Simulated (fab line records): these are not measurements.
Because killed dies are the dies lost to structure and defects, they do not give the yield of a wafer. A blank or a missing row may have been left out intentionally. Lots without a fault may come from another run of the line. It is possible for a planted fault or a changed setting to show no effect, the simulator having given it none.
Which tool is to blame? / flow n5_finfet / 72 wafers from 24 lots sampled at 5 of the route's 1938 steps

== WHAT EACH GAUGE READ, for each wafer ==
N5_BEOL_M10_OVL_MEAS_12. Usual: M10_OVL typically reads 0.5 nm, with standard deviation 0.86.
lot=L076; measured=day 10 02:38; on=overlay-02; M10_OVL (nm)=-0.2 -0.9 -0.2; flag=
lot=L074; measured=day 10 08:23; on=overlay-01; M10_OVL (nm)=-0.8 -0.2 0.8; flag=
lot=L077; measured=day 10 18:14; on=overlay-01; M10_OVL (nm)=0.9 -0.1 0.3; flag=
lot=L075; measured=day 10 18:53; on=overlay-02; M10_OVL (nm)=0.8 1.0 1.3; flag=
lot=L078; measured=day 10 23:55; on=overlay-02; M10_OVL (nm)=0.7 1.0 0.5; flag=
lot=L079; measured=day 11 08:06; on=overlay-01; M10_OVL (nm)=-2.0 -0.2 0.4; flag=
lot=L082; measured=day 11 21:40; on=overlay-02; M10_OVL (nm)=-0.3 1.3 0.5; flag=
lot=L081; measured=day 11 22:11; on=overlay-02; M10_OVL (nm)=-1.6 -0.3 0.4; flag=
lot=L083; measured=day 12 01:23; on=overlay-01; M10_OVL (nm)=1.9 -0.2 0.2; flag=
lot=L080; measured=day 12 04:37; on=overlay-01; M10_OVL (nm)=-0.4 1.1 1.4; flag=
lot=L084; measured=day 12 11:34; on=overlay-01; M10_OVL (nm)=0.1 0.6 0.4; flag=
lot=L085; measured=day 12 20:53; on=overlay-01; M10_OVL (nm)=0.4 0.1 -0.1; flag=
lot=L086; measured=day 13 12:24; on=overlay-02; M10_OVL (nm)=0.0 0.5 0.0; flag=
lot=L087; measured=day 13 16:20; on=overlay-02; M10_OVL (nm)=-0.4 0.6 0.4; flag=
lot=L088; measured=day 13 20:17; on=overlay-02; M10_OVL (nm)=1.9 1.1 3.1; flag=
lot=L090; measured=day 13 23:19; on=overlay-02; M10_OVL (nm)=0.8 0.8 -0.4; flag=
lot=L091; measured=day 14 06:39; on=overlay-02; M10_OVL (nm)=0.2 1.5 0.2; flag=
lot=L089; measured=day 14 10:37; on=overlay-02; M10_OVL (nm)=0.3 1.4 1.9; flag=
lot=L092; measured=day 14 15:18; on=overlay-02; M10_OVL (nm)=0.6 1.1 0.1; flag=
lot=L094; measured=day 14 18:58; on=overlay-01; M10_OVL (nm)=1.8 1.5 1.4; flag=
lot=L093; measured=day 14 22:14; on=overlay-02; M10_OVL (nm)=2.1 1.2 0.8; flag=
lot=L095; measured=day 15 08:44; on=overlay-01; M10_OVL (nm)=0.8 2.8 -0.2; flag=
lot=L096; measured=day 15 23:04; on=overlay-01; M10_OVL (nm)=1.1 -0.4 0.9; flag=
lot=L097; measured=day 16 04:30; on=overlay-02; M10_OVL (nm)=-0.7 0.9 0.5; flag=

N5_BEOL_M10_INSPECT_13: inspects for defects (brightfield). Usual: raw_defect_count 421, standard deviation 110.
lot=L076; measured=day 10 02:40; on=defect_inspect-01; raw_defect_count=574 591 556; flag=
lot=L074; measured=day 10 08:25; on=defect_inspect-01; raw_defect_count=330 372 390; flag=
lot=L077; measured=day 10 18:15; on=defect_inspect-01; raw_defect_count=329 329 421; flag=
lot=L075; measured=day 10 18:54; on=defect_inspect-02; raw_defect_count=518 448 396; flag=
lot=L078; measured=day 10 23:56; on=defect_inspect-02; raw_defect_count=517 559 604; flag=
lot=L079; measured=day 11 08:08; on=defect_inspect-02; raw_defect_count=440 464 444; flag=
lot=L082; measured=day 11 21:42; on=defect_inspect-01; raw_defect_count=334 364 353; flag=
lot=L081; measured=day 11 22:13; on=defect_inspect-01; raw_defect_count=439 416 319; flag=
lot=L083; measured=day 12 01:25; on=defect_inspect-02; raw_defect_count=453 314 339; flag=
lot=L080; measured=day 12 04:38; on=defect_inspect-02; raw_defect_count=517 643 510; flag=
lot=L084; measured=day 12 11:35; on=defect_inspect-02; raw_defect_count=301 397 395; flag=
lot=L085; measured=day 12 20:55; on=defect_inspect-01; raw_defect_count=341 341 315; flag=
lot=L086; measured=day 13 12:25; on=defect_inspect-01; raw_defect_count=521 585 600; flag=
lot=L087; measured=day 13 16:21; on=defect_inspect-02; raw_defect_count=710 605 599; flag=
lot=L088; measured=day 13 20:18; on=defect_inspect-02; raw_defect_count=421 358 356; flag=
lot=L090; measured=day 13 23:20; on=defect_inspect-02; raw_defect_count=326 355 220; flag=
lot=L091; measured=day 14 06:41; on=defect_inspect-01; raw_defect_count=379 415 364; flag=
lot=L089; measured=day 14 10:38; on=defect_inspect-01; raw_defect_count=424 512 652; flag=
lot=L092; measured=day 14 15:19; on=defect_inspect-02; raw_defect_count=542 354 473; flag=
lot=L094; measured=day 14 18:59; on=defect_inspect-02; raw_defect_count=476 459 367; flag=
lot=L093; measured=day 14 22:16; on=defect_inspect-01; raw_defect_count=221 360 353; flag=
lot=L095; measured=day 15 08:46; on=defect_inspect-01; raw_defect_count=379 301 480; flag=
lot=L096; measured=day 15 23:06; on=defect_inspect-02; raw_defect_count=395 292 437; flag=
lot=L097; measured=day 16 04:32; on=defect_inspect-02; raw_defect_count=292 344 427; flag=

N5_BEOL_M11_CD_MEAS_11 targets a cd of 64.1 nm. Usual: cd_nm 64.3 nm, standard deviation 0.52.
lot=L076; measured=day 10 10:22; on=cd_sem-02; cd_nm (nm)=63.9 64.3 64.3; flag=
lot=L074; measured=day 10 15:07; on=cd_sem-03; cd_nm (nm)=64.3 64.0 64.0; flag=
lot=L077; measured=day 11 03:19; on=cd_sem-03; cd_nm (nm)=64.5 64.8 64.6; flag=
lot=L075; measured=day 11 03:21; on=cd_sem-01; cd_nm (nm)=64.3 63.8 64.2; flag=
lot=L078; measured=day 11 06:29; on=cd_sem-03; cd_nm (nm)=64.0 64.1 63.3; flag=
lot=L079; measured=day 11 15:33; on=cd_sem-01; cd_nm (nm)=64.0 64.0 64.3; flag=
lot=L082; measured=day 12 04:59; on=cd_sem-03; cd_nm (nm)=63.9 64.2 64.1; flag=
lot=L081; measured=day 12 07:43; on=cd_sem-01; cd_nm (nm)=63.2 63.9 64.2; flag=
lot=L083; measured=day 12 11:26; on=cd_sem-02; cd_nm (nm)=64.9 65.8 64.1; flag=
lot=L080; measured=day 12 13:39; on=cd_sem-01; cd_nm (nm)=63.6 64.3 64.0; flag=
lot=L084; measured=day 12 18:59; on=cd_sem-03; cd_nm (nm)=65.6 64.9 64.5; flag=
lot=L085; measured=day 13 01:54; on=cd_sem-03; cd_nm (nm)=64.6 64.0 65.4; flag=
lot=L086; measured=day 13 23:17; on=cd_sem-01; cd_nm (nm)=64.3 64.4 63.9; flag=
lot=L087; measured=day 14 01:39; on=cd_sem-01; cd_nm (nm)=63.5 64.4 64.2; flag=
lot=L088; measured=day 14 03:46; on=cd_sem-02; cd_nm (nm)=64.5 63.9 64.8; flag=
lot=L090; measured=day 14 06:05; on=cd_sem-03; cd_nm (nm)=65.0 65.5 65.1; flag=
lot=L091; measured=day 14 15:10; on=cd_sem-02; cd_nm (nm)=63.9 64.3 64.7; flag=
lot=L089; measured=day 14 18:55; on=cd_sem-01; cd_nm (nm)=65.1 64.4 63.2; flag=
lot=L092; measured=day 15 00:13; on=cd_sem-01; cd_nm (nm)=64.9 64.4 64.8; flag=
lot=L094; measured=day 15 04:12; on=cd_sem-02; cd_nm (nm)=64.2 64.3 64.1; flag=
lot=L093; measured=day 15 08:20; on=cd_sem-03; cd_nm (nm)=64.0 64.2 64.5; flag=
lot=L095; measured=day 15 20:22; on=cd_sem-01; cd_nm (nm)=65.0 64.4 63.6; flag=
lot=L096; measured=day 16 08:27; on=cd_sem-02; cd_nm (nm)=64.5 64.5 63.8; flag=
lot=L097; measured=day 16 14:20; on=cd_sem-02; cd_nm (nm)=63.7 64.3 63.6; flag=

== WHAT TOOL EACH LOT RAN ON (gives the tool, then ch and the chambers of the sampled wafers, and finally the start) ==
lot=L076; N5_BEOL_M10_STRIP_19=rie_diel-02 ch 0,2,3, day 10 03:05; N5_BEOL_M10_DEP_56=pecvd-01 ch 0,1,2, day 10 08:24
lot=L074; N5_BEOL_M10_STRIP_19=rie_diel-02 ch 0,1,3, day 10 08:51; N5_BEOL_M10_DEP_56=pecvd-04 ch 0,2, day 10 13:07
lot=L077; N5_BEOL_M10_STRIP_19=rie_diel-05 ch 1,3, day 10 19:05; N5_BEOL_M10_DEP_56=pecvd-02 ch 0,1,2, day 11 00:21
lot=L075; N5_BEOL_M10_STRIP_19=rie_diel-05 ch 0,2, day 10 19:58; N5_BEOL_M10_DEP_56=pecvd-04 ch 1,2, day 11 01:10
lot=L078; N5_BEOL_M10_STRIP_19=rie_diel-02 ch 0,1, day 11 00:21; N5_BEOL_M10_DEP_56=pecvd-01 ch 0,1,2, day 11 04:49
lot=L079; N5_BEOL_M10_STRIP_19=rie_diel-02 ch 0,2,3, day 11 08:45; N5_BEOL_M10_DEP_56=pecvd-01 ch 1,2, day 11 13:22
lot=L082; N5_BEOL_M10_STRIP_19=rie_diel-04 ch 0,1,3, day 11 22:36; N5_BEOL_M10_DEP_56=pecvd-04 ch 0,1,2, day 12 03:13
lot=L081; N5_BEOL_M10_STRIP_19=rie_diel-04 ch 0,2,3, day 11 23:22; N5_BEOL_M10_DEP_56=pecvd-02 ch 0,1,2, day 12 04:45
lot=L083; N5_BEOL_M10_STRIP_19=rie_diel-02 ch 0,1,2, day 12 02:21; N5_BEOL_M10_DEP_56=pecvd-04 ch 0,1,2, day 12 07:56
lot=L080; N5_BEOL_M10_STRIP_19=rie_diel-02 ch 0,1,2, day 12 05:07; N5_BEOL_M10_DEP_56=pecvd-02 ch 0,1,2, day 12 11:35
lot=L084; N5_BEOL_M10_STRIP_19=rie_diel-05 ch 0,1,2, day 12 12:07; N5_BEOL_M10_DEP_56=pecvd-02 ch 0,2, day 12 17:02
lot=L085; N5_BEOL_M10_STRIP_19=rie_diel-02 ch 0,1, day 12 21:21; N5_BEOL_M10_DEP_56=pecvd-04 ch 0,1,2, day 13 00:43
lot=L086; N5_BEOL_M10_STRIP_19=rie_diel-05 ch 0,2,3, day 13 13:05; N5_BEOL_M10_DEP_56=pecvd-04 ch 0,1,2, day 13 20:09
lot=L087; N5_BEOL_M10_STRIP_19=rie_diel-02 ch 0,1,3, day 13 17:10; N5_BEOL_M10_DEP_56=pecvd-01 ch 1,2, day 13 23:21
lot=L088; N5_BEOL_M10_STRIP_19=rie_diel-04 ch 0,1,2, day 13 20:43; N5_BEOL_M10_DEP_56=pecvd-04 ch 1,2, day 14 01:19
lot=L090; N5_BEOL_M10_STRIP_19=rie_diel-04 ch 2,3, day 14 00:11; N5_BEOL_M10_DEP_56=pecvd-01 ch 0,1,2, day 14 03:57
lot=L091; N5_BEOL_M10_STRIP_19=rie_diel-04 ch 0,2, day 14 07:18; N5_BEOL_M10_DEP_56=pecvd-01 ch 0,1, day 14 12:37
lot=L089; N5_BEOL_M10_STRIP_19=rie_diel-04 ch 0,3, day 14 11:34; N5_BEOL_M10_DEP_56=pecvd-04 ch 0,2, day 14 16:34
lot=L092; N5_BEOL_M10_STRIP_19=rie_diel-05 ch 1,3, day 14 16:41; N5_BEOL_M10_DEP_56=pecvd-04 ch 0,1,2, day 14 22:25
lot=L094; N5_BEOL_M10_STRIP_19=rie_diel-05 ch 0,1,3, day 14 19:34; N5_BEOL_M10_DEP_56=pecvd-02 ch 0,2, day 15 01:13
lot=L093; N5_BEOL_M10_STRIP_19=rie_diel-05 ch 0,1, day 14 22:41; N5_BEOL_M10_DEP_56=pecvd-02 ch 0,1,2, day 15 04:31
lot=L095; N5_BEOL_M10_STRIP_19=rie_diel-02 ch 0,2,3, day 15 09:28; N5_BEOL_M10_DEP_56=pecvd-04 ch 0,1, day 15 17:32
lot=L096; N5_BEOL_M10_STRIP_19=rie_diel-02 ch 0,2,3, day 15 23:32; N5_BEOL_M10_DEP_56=pecvd-04 ch 0,2, day 16 05:19
lot=L097; N5_BEOL_M10_STRIP_19=rie_diel-04 ch 0,2,3, day 16 04:56; N5_BEOL_M10_DEP_56=pecvd-02 ch 1, day 16 10:34
- N5_BEOL_M10_STRIP_19: strips in O2.
- N5_BEOL_M10_DEP_56: deposits SiCN from 3MS/NH3, target thk 15 nm, time 26.5 s.

== AS READ BY THE TOOLS THEMSELVES (means over the sampled wafers that have a number; for cases with no such wafer, the mark the record gives instead) ==
N5_BEOL_M10_STRIP_19. Usual: drypump_motor_current_A 5.6 A, standard deviation 0.4; oes_product_au 0.80 a.u., standard deviation 0.076; rf_vpp_V 3.7 V, standard deviation 0.63; showerhead_plenum_p_Torr 2.10 Torr, standard deviation 0.062; throttle_valve_pct 16.58 %, standard deviation 0.17.
lot=L076; tool=rie_diel-02; drypump_motor_current_A (A)=5.8; oes_product_au (a.u.)=0.80; rf_vpp_V (V)=4.0; showerhead_plenum_p_Torr (Torr)=2.06; throttle_valve_pct (%)=16.60; flag=
lot=L074; tool=rie_diel-02; drypump_motor_current_A (A)=5.4; oes_product_au (a.u.)=0.85; rf_vpp_V (V)=4.4; showerhead_plenum_p_Torr (Torr)=2.09; throttle_valve_pct (%)=16.56; flag=
lot=L077; tool=rie_diel-05; drypump_motor_current_A (A)=5.5; oes_product_au (a.u.)=0.84; rf_vpp_V (V)=3.1; showerhead_plenum_p_Torr (Torr)=2.07; throttle_valve_pct (%)=16.60; flag=
lot=L075; tool=rie_diel-05; drypump_motor_current_A (A)=5.7; oes_product_au (a.u.)=0.74; rf_vpp_V (V)=3.5; showerhead_plenum_p_Torr (Torr)=2.17; throttle_valve_pct (%)=16.40; flag=
lot=L078; tool=rie_diel-02; drypump_motor_current_A (A)=5.4; oes_product_au (a.u.)=0.81; rf_vpp_V (V)=3.4; showerhead_plenum_p_Torr (Torr)=2.10; throttle_valve_pct (%)=16.50; flag=
lot=L079; tool=rie_diel-02; drypump_motor_current_A (A)=5.8; oes_product_au (a.u.)=0.78; rf_vpp_V (V)=4.1; showerhead_plenum_p_Torr (Torr)=2.05; throttle_valve_pct (%)=16.64; flag=
lot=L082; tool=rie_diel-04; drypump_motor_current_A (A)=5.4; oes_product_au (a.u.)=0.82; rf_vpp_V (V)=3.4; showerhead_plenum_p_Torr (Torr)=2.12; throttle_valve_pct (%)=16.45; flag=
lot=L081; tool=rie_diel-04; drypump_motor_current_A (A)=5.5; oes_product_au (a.u.)=0.76; rf_vpp_V (V)=3.6; showerhead_plenum_p_Torr (Torr)=2.15; throttle_valve_pct (%)=16.66; flag=
lot=L083; tool=rie_diel-02; drypump_motor_current_A (A)=5.8; oes_product_au (a.u.)=0.79; rf_vpp_V (V)=3.6; showerhead_plenum_p_Torr (Torr)=2.07; throttle_valve_pct (%)=16.57; flag=
lot=L080; tool=rie_diel-02; drypump_motor_current_A (A)=5.8; oes_product_au (a.u.)=0.79; rf_vpp_V (V)=3.6; showerhead_plenum_p_Torr (Torr)=2.07; throttle_valve_pct (%)=16.57; flag=
lot=L084; tool=rie_diel-05; drypump_motor_current_A (A)=5.6; oes_product_au (a.u.)=0.81; rf_vpp_V (V)=4.0; showerhead_plenum_p_Torr (Torr)=2.14; throttle_valve_pct (%)=16.50; flag=
lot=L085; tool=rie_diel-02; drypump_motor_current_A (A)=5.4; oes_product_au (a.u.)=0.80; rf_vpp_V (V)=3.5; showerhead_plenum_p_Torr (Torr)=2.10; throttle_valve_pct (%)=16.52; flag=
lot=L086; tool=rie_diel-05; drypump_motor_current_A (A)=5.7; oes_product_au (a.u.)=0.73; rf_vpp_V (V)=3.5; showerhead_plenum_p_Torr (Torr)=2.14; throttle_valve_pct (%)=16.58; flag=
lot=L087; tool=rie_diel-02; drypump_motor_current_A (A)=5.4; oes_product_au (a.u.)=0.82; rf_vpp_V (V)=3.6; showerhead_plenum_p_Torr (Torr)=2.08; throttle_valve_pct (%)=16.60; flag=
lot=L088; tool=rie_diel-04; drypump_motor_current_A (A)=5.7; oes_product_au (a.u.)=0.76; rf_vpp_V (V)=3.9; showerhead_plenum_p_Torr (Torr)=2.10; throttle_valve_pct (%)=16.61; flag=
lot=L090; tool=rie_diel-04; drypump_motor_current_A (A)=5.5; oes_product_au (a.u.)=0.75; rf_vpp_V (V)=3.8; showerhead_plenum_p_Torr (Torr)=2.18; throttle_valve_pct (%)=16.76; flag=
lot=L091; tool=rie_diel-04; drypump_motor_current_A (A)=5.8; oes_product_au (a.u.)=0.71; rf_vpp_V (V)=3.2; showerhead_plenum_p_Torr (Torr)=2.13; throttle_valve_pct (%)=16.84; flag=
lot=L089; tool=rie_diel-04; drypump_motor_current_A (A)=5.3; oes_product_au (a.u.)=0.80; rf_vpp_V (V)=3.8; showerhead_plenum_p_Torr (Torr)=2.17; throttle_valve_pct (%)=16.56; flag=
lot=L092; tool=rie_diel-05; drypump_motor_current_A (A)=5.5; oes_product_au (a.u.)=0.90; rf_vpp_V (V)=4.1; showerhead_plenum_p_Torr (Torr)=2.06; throttle_valve_pct (%)=16.50; flag=
lot=L094; tool=rie_diel-05; drypump_motor_current_A (A)=5.6; oes_product_au (a.u.)=0.87; rf_vpp_V (V)=3.4; showerhead_plenum_p_Torr (Torr)=2.11; throttle_valve_pct (%)=16.51; flag=
lot=L093; tool=rie_diel-05; drypump_motor_current_A (A)=5.5; oes_product_au (a.u.)=0.84; rf_vpp_V (V)=3.8; showerhead_plenum_p_Torr (Torr)=2.10; throttle_valve_pct (%)=16.62; flag=
lot=L095; tool=rie_diel-02; drypump_motor_current_A (A)=5.8; oes_product_au (a.u.)=0.75; rf_vpp_V (V)=3.4; showerhead_plenum_p_Torr (Torr)=2.04; throttle_valve_pct (%)=16.68; flag=
lot=L096; tool=rie_diel-02; drypump_motor_current_A (A)=5.8; oes_product_au (a.u.)=0.75; rf_vpp_V (V)=3.9; showerhead_plenum_p_Torr (Torr)=2.04; throttle_valve_pct (%)=16.70; flag=
lot=L097; tool=rie_diel-04; drypump_motor_current_A (A)=5.5; oes_product_au (a.u.)=0.74; rf_vpp_V (V)=4.2; showerhead_plenum_p_Torr (Torr)=2.14; throttle_valve_pct (%)=16.72; flag=

N5_BEOL_M10_DEP_56. Usual: showerhead_plenum_p_Torr 3.667 Torr, standard deviation 0.01; throttle_valve_pct 9.0 %, standard deviation 0.32.
lot=L076; tool=pecvd-01; showerhead_plenum_p_Torr (Torr)=3.664; throttle_valve_pct (%)=9.0; flag=
lot=L074; tool=pecvd-04; showerhead_plenum_p_Torr (Torr)=3.666; throttle_valve_pct (%)=9.1; flag=
lot=L077; tool=pecvd-02; showerhead_plenum_p_Torr (Torr)=3.668; throttle_valve_pct (%)=9.0; flag=
lot=L075; tool=pecvd-04; showerhead_plenum_p_Torr (Torr)=3.663; throttle_valve_pct (%)=9.1; flag=
lot=L078; tool=pecvd-01; showerhead_plenum_p_Torr (Torr)=3.665; throttle_valve_pct (%)=9.1; flag=
lot=L079; tool=pecvd-01; showerhead_plenum_p_Torr (Torr)=3.665; throttle_valve_pct (%)=9.3; flag=
lot=L082; tool=pecvd-04; showerhead_plenum_p_Torr (Torr)=3.663; throttle_valve_pct (%)=8.9; flag=
lot=L081; tool=pecvd-02; showerhead_plenum_p_Torr (Torr)=3.672; throttle_valve_pct (%)=9.1; flag=
lot=L083; tool=pecvd-04; showerhead_plenum_p_Torr (Torr)=3.664; throttle_valve_pct (%)=9.1; flag=
lot=L080; tool=pecvd-02; showerhead_plenum_p_Torr (Torr)=3.670; throttle_valve_pct (%)=9.0; flag=
lot=L084; tool=pecvd-02; showerhead_plenum_p_Torr (Torr)=3.673; throttle_valve_pct (%)=9.3; flag=
lot=L085; tool=pecvd-04; showerhead_plenum_p_Torr (Torr)=3.665; throttle_valve_pct (%)=9.0; flag=
lot=L086; tool=pecvd-04; showerhead_plenum_p_Torr (Torr)=3.665; throttle_valve_pct (%)=9.1; flag=
lot=L087; tool=pecvd-01; showerhead_plenum_p_Torr (Torr)=3.655; throttle_valve_pct (%)=9.2; flag=
lot=L088; tool=pecvd-04; showerhead_plenum_p_Torr (Torr)=3.657; throttle_valve_pct (%)=9.2; flag=
lot=L090; tool=pecvd-01; showerhead_plenum_p_Torr (Torr)=3.669; throttle_valve_pct (%)=9.1; flag=
lot=L091; tool=pecvd-01; showerhead_plenum_p_Torr (Torr)=3.668; throttle_valve_pct (%)=9.0; flag=
lot=L089; tool=pecvd-04; showerhead_plenum_p_Torr (Torr)=3.668; throttle_valve_pct (%)=8.9; flag=
lot=L092; tool=pecvd-04; showerhead_plenum_p_Torr (Torr)=3.665; throttle_valve_pct (%)=9.0; flag=
lot=L094; tool=pecvd-02; showerhead_plenum_p_Torr (Torr)=3.668; throttle_valve_pct (%)=9.3; flag=
lot=L093; tool=pecvd-02; showerhead_plenum_p_Torr (Torr)=3.674; throttle_valve_pct (%)=8.9; flag=
lot=L095; tool=pecvd-04; showerhead_plenum_p_Torr (Torr)=3.667; throttle_valve_pct (%)=8.8; flag=
lot=L096; tool=pecvd-04; showerhead_plenum_p_Torr (Torr)=3.668; throttle_valve_pct (%)=9.2; flag=
lot=L097; tool=pecvd-02; showerhead_plenum_p_Torr (Torr)=3.667; throttle_valve_pct (%)=8.7; flag=

== THE ANSWER, worked out from the rows above alone ==
Rule: take the mean of a lot's wafers that have a number; if it is more than 3 standard deviations from the usual mean, the lot is off. A lot without any number at a reading at which 4 lots or more have one is off too. Where the step has rows for the other lots, those lots are counted as sound. Order of review: gauges by route order, followed by the tools' own readings, for which a lot's mean as printed above is used. At the first step where some lot is off, the reading lying furthest off is the one used; lots without a number count as furthest.
None of the lots is off at any reading shown; this tells nothing.

== WHAT THE SIMULATOR HAD INSERTED ==
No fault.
